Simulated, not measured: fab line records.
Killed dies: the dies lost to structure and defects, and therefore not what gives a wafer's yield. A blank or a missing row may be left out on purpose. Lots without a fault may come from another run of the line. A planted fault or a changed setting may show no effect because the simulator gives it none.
Matching of chambers    flow n5-finfet    pecvd-04 running N5_BEOL_M15_DEP_53: 3 sister chambers
The step deposits SiCN from 3MS/NH3, target thk 50 nm, time 17.8 s. 6 wafers are shown with their chamber, then 7 later ones without.

## EACH WAFER AND ITS CHAMBER
wafer   chamber  throttle-valve-pct (%)  showerhead-plenum-p-Torr (Torr)
L386.4  2        16.5                    4.154
L394.2  1        17.8                    4.152
L394.3  0        17.5                    4.158
L394.4  2        16.7                    4.139
L395.1  1        17.6                    4.152
L395.3  0        17.2                    4.139

## WAFERS WITHOUT THEIR CHAMBER
wafer   throttle-valve-pct (%)  showerhead-plenum-p-Torr (Torr)
L395.6  17.3                    4.146
L398.1  16.7                    4.144
L398.3  17.9                    4.158
L398.5  17.8                    4.165
L399.1  17.8                    4.161
L399.3  16.5                    4.142
L399.5  17.6                    4.164

## CHAMBER TAKEN BY EACH
wafer   from the rows above      in truth
L395.6  0                        0
L398.1  2                        2
L398.3  1                        1
L398.5  can't be placed: 1 or 0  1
L399.1  can't be placed: 1 or 0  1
L399.3  2                        2
L399.5  can't be placed: 1 or 0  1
4 of 7 placed correctly. Cannot be placed on the basis of these rows: 3; the candidates contain the true chamber in 3. Wrongly placed: 0.
How it was worked out, from the rows above alone: a wafer's distance from a chamber is the root of the sum, over the readings, of the square of ((its reading less the chamber's mean) divided by the reading's scatter). The wafer belongs to the nearest chamber; if the next one is less than 2 further off, it can't be placed. The mean given for a chamber averages the wafers shown for that chamber. The scatter: take each reading less its chamber's mean, square it, sum over the shown wafers, divide by the number of wafers less the number of chambers, and take the root.
